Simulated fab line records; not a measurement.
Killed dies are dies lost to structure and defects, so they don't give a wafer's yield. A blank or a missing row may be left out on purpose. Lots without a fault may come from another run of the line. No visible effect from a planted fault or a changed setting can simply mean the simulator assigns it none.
Code-filled problem report in 8D (eight disciplines) form / flow nand harc / the parts of the form that need people (team, actions taken, sign-off) are left out

## 1. WHAT IS WRONG
At NHARC_A_CONTACT_CD_MEAS_69, cd nm averages 296.1 nm over 6 wafers from 2 lots, while fault-free wafers read 299.7 nm, standard deviation 0.68. That puts it -5.3 standard deviations away from the usual mean.
The step: target cd 300 nm.
Seen first at day 28 05:20 on cd sem-01, wafer L221.2. The record has a number at this step for 36 wafers belonging to 12 lots. By rule, "out" or "out of limits" means more than 4 standard deviations away from the usual mean. The rest of the wafers with a number are treated as sound.

## 2. WHAT IT IS, AND WHAT IT ISN'T
question=which readings at this step | is=cd nm | is not=-
question=which lots | is=L221, L229 | is not=L207, L209, L211, L212, L215, L216, L217, L219, L220, L226
question=which wafers of those lots | is=all that have a number | is not=-
question=read on which gauges | is=cd sem-01 | is not=cd sem-02, cd sem-03
question=when | is=from day 28 05:20 | is not=up to then (27 sound wafers); but 3 sound wafers of L226 came after

## 3. WHAT RULES OUT EACH SUSPECT
Counting: a tool at any process step up to the reading remains a suspect when it ran all the lots that are out and ran no sound lot after the first of those.
- the gauge at NHARC_A_CONTACT_CD_MEAS_69 is ruled out. All the wafers that are out were read on cd sem-01, but those of them that NHARC_A_CONTACT_EXPOSE_66 has rows for are out there too, on other tools.
- har cap etch-01 at NHARC_A_CONTACT_ETCH_118 (etches the open film in C4F8/O2/Ar, time 190 s, target depth 1850 nm): kept. Every lot that is out went through it, starting with L221 (day 27 20:37), and after that it ran no sound lot; the last sound lot it ran before then is L215 (day 25 17:41).
- har cap etch-01 at NHARC_A_CONTACT_ETCH_119 (etches the open film in C4F8/O2/Ar, time 190 s, target depth 1850 nm): kept. Every lot that is out went through it, starting with L221 (day 27 20:47), and after that it ran no sound lot; the last sound lot it ran before then is L215 (day 25 17:51).
- arfi scanner-02 at NHARC_A_CONTACT_EXPOSE_66 (exposes mask A CC 2): kept. Every lot that is out went through it, starting with L221 (day 28 05:12), and after that it ran no sound lot; the last sound lot it ran before then is L220 (day 27 11:49). Its own exposure dose mJ cm2 readings are out on those wafers.
The count leaves har cap etch-01 at NHARC_A_CONTACT_ETCH_118, har cap etch-01 at NHARC_A_CONTACT_ETCH_119, and arfi scanner-02 at NHARC_A_CONTACT_EXPOSE_66.

## 4. THE CAUSE (what the simulator had put in)
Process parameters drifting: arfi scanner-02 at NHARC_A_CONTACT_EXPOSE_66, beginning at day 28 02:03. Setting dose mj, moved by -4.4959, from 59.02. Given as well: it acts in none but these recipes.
Counting left 3 suspects, and this tool is among them.

## 5. SEQUENCE OF EFFECTS, ordered by route
Each row: a reading whose mean over the struck wafers that have a number lies more than 3 standard deviations from the usual. Scope: only readings with a usual standard deviation given in the record; hours: median across lots of the time from each lot's start at the first step in this table that gives one to its start at this step; sigmas: change in usual standard deviations.
hours=0; step=NHARC_A_CONTACT_EXPOSE_66; reading=exposure dose mJ cm2; usual=58.97; on struck wafers=54.89; change=-4.08; sigmas=-56
hours=0; step=NHARC_A_CONTACT_CD_MEAS_69; reading=cd nm; usual=299.7 nm; on struck wafers=296.1; change=-3.6; sigmas=-5.3
Process steps it contains:
- NHARC_A_CONTACT_EXPOSE_66: exposes mask A CC 2.

## 6. WHAT WOULD HAVE CAUGHT IT SOONER
The first out-of-limits reading at a measuring or inspecting step in this record came at day 28 05:20, 3 hours after the fault's start at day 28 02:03.
The tool's own readings at NHARC_A_CONTACT_EXPOSE_66 were out on every struck wafer that the step has a row for (exposure dose mJ cm2): an alarm limit on them would have fired on the first of those.
L229, from the lots that are out (2), started NHARC_A_CONTACT_EXPOSE_66 on arfi scanner-02 later than day 28 05:20. It would have been spared by a hold on the tool at that moment.
